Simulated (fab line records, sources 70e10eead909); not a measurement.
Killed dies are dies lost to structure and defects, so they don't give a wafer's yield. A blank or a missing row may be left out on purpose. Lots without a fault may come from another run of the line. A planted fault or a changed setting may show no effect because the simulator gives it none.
Chamber matching | flow nand_harc | NHARC_A_M0_DEP_32 on pecvd-04: 3 sister chambers
The step deposits SiCN, target thk 30 nm. 3 wafers are shown with their chamber, then 12 later ones without.

WAFERS WITH THEIR CHAMBER
wafer  | chamber | heater_power_w (W)
L090.4 | 1       | 588
L090.3 | 2       | 597
L090.6 | 0       | 499

WAFERS WITHOUT THEIR CHAMBER
wafer  | heater_power_w (W)
L091.1 | 597
L091.4 | 430
L091.5 | 597
L096.1 | 541
L096.2 | 671
L096.3 | 479
L097.1 | 674
L097.3 | 484
L097.5 | 554
L097.2 | 560
L097.4 | 676
L097.6 | 486

WHICH CHAMBER EACH WENT THROUGH
wafer  | from the rows above          | in truth
L091.1 | can't be placed: 2 or 1      | 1
L091.4 | can't be placed: 0 or 1      | 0
L091.5 | can't be placed: 2 or 1      | 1
L096.1 | can't be placed: 0 or 1 or 2 | 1
L096.2 | can't be placed: 2 or 1      | 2
L096.3 | can't be placed: 0 or 1      | 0
L097.1 | can't be placed: 2 or 1      | 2
L097.3 | can't be placed: 0 or 1      | 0
L097.5 | can't be placed: 1 or 2 or 0 | 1
L097.2 | can't be placed: 1 or 2 or 0 | 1
L097.4 | can't be placed: 2 or 1      | 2
L097.6 | can't be placed: 0 or 1      | 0
Placed correctly: 0 of 12. Can't be placed from these rows: 12 (the true chamber is among the candidates in 12). Placed wrongly: 0.
How it was worked out, from the rows above alone: a wafer's distance from a chamber is the root of the sum, over the readings, of the square of ((its reading less the chamber's mean) divided by the reading's scatter). The wafer belongs to the nearest chamber; if the next one is less than 2 further off, it can't be placed. A chamber's mean is the mean of its shown wafers. The scatter: with one shown wafer a chamber, the root of the mean of the squares of how far each hidden wafer lies from its nearest shown one.
